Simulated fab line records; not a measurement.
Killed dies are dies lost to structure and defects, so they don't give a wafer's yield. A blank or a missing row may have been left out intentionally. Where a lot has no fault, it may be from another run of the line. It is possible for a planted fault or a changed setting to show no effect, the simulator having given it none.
One fault seen from 2 desks -- flow n5 finfet -- what lay behind the numbers comes last; until then each desk has only its own

THE TOOL OWNER'S DESK: pecvd-02
The tool's own readings at N5_BEOL_M7_ILD_DEP_00 (deposits SiCOH lowk from DEMS/porogen, target thk 179.75 nm, time 33.4 s): means of the sampled wafers that have a number, for each lot that ran on this tool. The brackets show how far a lot's mean lies from the usual mean; more than 4 standard deviations puts the lot out of limits, marked OUT.
Columns: A = heater power w at N5_BEOL_M7_ILD_DEP_00, usual 309 W; B = showerhead plenum p Torr at N5_BEOL_M7_ILD_DEP_00, usual 5.737 Torr; C = throttle valve pct at N5_BEOL_M7_ILD_DEP_00, usual 13.7 %
lot,first seen here,A,B,C
L381,day 10 01:51,358,5.740,13.4
L385,day 11 02:59,327,5.736,13.7
L383,day 11 04:15,291,5.738,13.5
L387,day 11 12:11,310,5.727,13.5
L389,day 12 01:27,324,5.744,13.6
L393,day 12 16:51,302,5.749,13.8
L401,day 14 21:46,295,5.746,13.3
L402,day 15 03:51,334,5.740,13.8
L403,day 15 12:43,304,5.740,13.4
This desk's verdict: no lot among the 9 shows anything out of limits.

THE METROLOGY DESK
Means of the sampled wafers that have a number, per lot and without regard to the tool the lot ran on: this is what the gauges read. The brackets show how far a lot's mean lies from the usual mean; more than 4 standard deviations puts the lot out of limits, marked OUT.
Columns: A = cd nm at N5_BEOL_M6_CD_MEAS_35, usual 40.0 nm; B = M6_THK at N5_BEOL_M6_THK_MEAS_53, usual 79.7 nm; C = M7_ILD_THK at N5_BEOL_M7_THK_MEAS_01, usual 154.8 nm
lot,first seen here,A,B,C
L381,day 9 22:46,40.1,81.9,154.7
L385,day 11 00:41,39.9,78.7,155.0
L383,day 11 01:04,40.1,78.2,152.6
L386,day 11 05:27,39.6,79.9,153.5
L387,day 11 09:44,39.9,81.7,157.8
L389,day 11 22:29,40.7,80.7,158.3
L393,day 12 12:56,39.8,79.9,157.7
L397,day 13 22:57,40.4,78.6,157.2
L401,day 14 19:40,39.7,80.1,153.6
L402,day 15 00:19,39.1,77.1,156.2
L403,day 15 10:16,40.0,77.8,154.0
L404,day 16 02:46,39.8,78.9,153.4
This desk's verdict: no lot among the 12 shows anything out of limits.

PUT TOGETHER
Nothing out of limits was seen by the tool owner's desk.
From the metrology desk's view, nothing was out of limits.

WHAT THE SIMULATOR HAD INSERTED
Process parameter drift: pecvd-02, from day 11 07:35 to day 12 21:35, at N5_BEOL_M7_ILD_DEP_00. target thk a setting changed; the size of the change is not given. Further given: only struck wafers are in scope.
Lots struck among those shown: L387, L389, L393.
